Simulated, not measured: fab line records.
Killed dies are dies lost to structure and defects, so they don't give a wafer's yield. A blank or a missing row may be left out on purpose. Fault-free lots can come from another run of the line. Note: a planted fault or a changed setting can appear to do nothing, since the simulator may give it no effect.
Matching of chambers + flow nand_harc + NHARC_A_CHANNEL_HOLE_D1_ETCH_44 on rie_diel-05 has 4 sister chambers
The step etches the open film in CF4/O2, target depth 140 nm, overetch 14 nm, time 77 s. 14 wafers are shown with their chamber, then 7 later ones without.

== WAFERS WITH THEIR CHAMBER ==
| wafer  | chamber | showerhead_plenum_p_Torr (Torr) | rf_vpp_V (V) | run_length_s (s) |
|--------|---------|---------------------------------|--------------|------------------|
| L753.1 | 2       | 1.31                            | 196.7        | 98.3             |
| L753.3 | 3       | 1.35                            | 198.1        | 98.7             |
| L753.6 | 3       | 1.34                            | 196.9        | 98.7             |
| L757.1 | 2       | 1.31                            | 197.6        | 98.4             |
| L757.4 | 1       | 1.43                            | 200.2        | 98.5             |
| L757.6 | 0       | 1.39                            | 198.1        | 98.4             |
| L756.1 | 1       | 1.43                            | 199.6        | 98.2             |
| L756.5 | 3       | 1.34                            | 198.1        | 98.7             |
| L756.6 | 0       | 1.39                            | 198.9        | 98.7             |
| L759.2 | 0       | 1.39                            | 198.7        | 98.5             |
| L759.4 | 1       | 1.43                            | 200.4        | 98.5             |
| L759.6 | 3       | 1.34                            | 198.4        | 98.9             |
| L762.2 | 2       | 1.31                            | 198.2        | 98.1             |
| L762.3 | 3       | 1.34                            | 197.9        | 98.9             |

SIGNATURES (means of the wafers above)
| reading                  | chamber 0 | chamber 1 | chamber 2 | chamber 3 | scatter within a chamber |
|--------------------------|-----------|-----------|-----------|-----------|--------------------------|
| showerhead_plenum_p_Torr | 1.3900    | 1.4300    | 1.3100    | 1.3420    | 0.00283                  |
| rf_vpp_V                 | 198.567   | 200.067   | 197.500   | 197.880   | 0.562                    |
| run_length_s             | 98.533    | 98.400    | 98.267    | 98.780    | 0.142                    |
Rule: a wafer lies at a distance from a chamber equal to the root of the sum of squares, over the readings, of (its reading less the chamber's mean, divided by the reading's scatter). If the next closest chamber is less than 2 further off than the closest, the wafer can't be placed; otherwise it belongs to the closest. The scatter is the square root of a quotient: the sum, over the shown wafers, of each reading's squared deviation from its chamber's mean, divided by wafers minus chambers.

== WAFERS MISSING THEIR CHAMBER ==
| wafer  | showerhead_plenum_p_Torr (Torr) | rf_vpp_V (V) | run_length_s (s) |
|--------|---------------------------------|--------------|------------------|
| L762.5 | 1.39                            | 198.0        | 98.9             |
| L768.2 | 1.39                            | 197.6        | 98.6             |
| L768.4 | 1.42                            | 198.9        | 98.3             |
| L768.5 | 1.39                            | 199.4        | 98.6             |
| L773.3 | 1.34                            | 198.1        | 99.4             |
| L773.6 | 1.42                            | 198.7        | 98.2             |
| L774.4 | 1.42                            | 199.6        | 98.1             |

== CHAMBER TAKEN BY EACH ==
| wafer  | from the rows above | in truth |
|--------|---------------------|----------|
| L762.5 | 0                   | 0        |
| L768.2 | 0                   | 0        |
| L768.4 | 1                   | 1        |
| L768.5 | 0                   | 0        |
| L773.3 | 3                   | 3        |
| L773.6 | 1                   | 1        |
| L774.4 | 1                   | 1        |
Correctly placed: 7 of 7. Can't be placed from these rows: 0. Wrongly placed: 0.
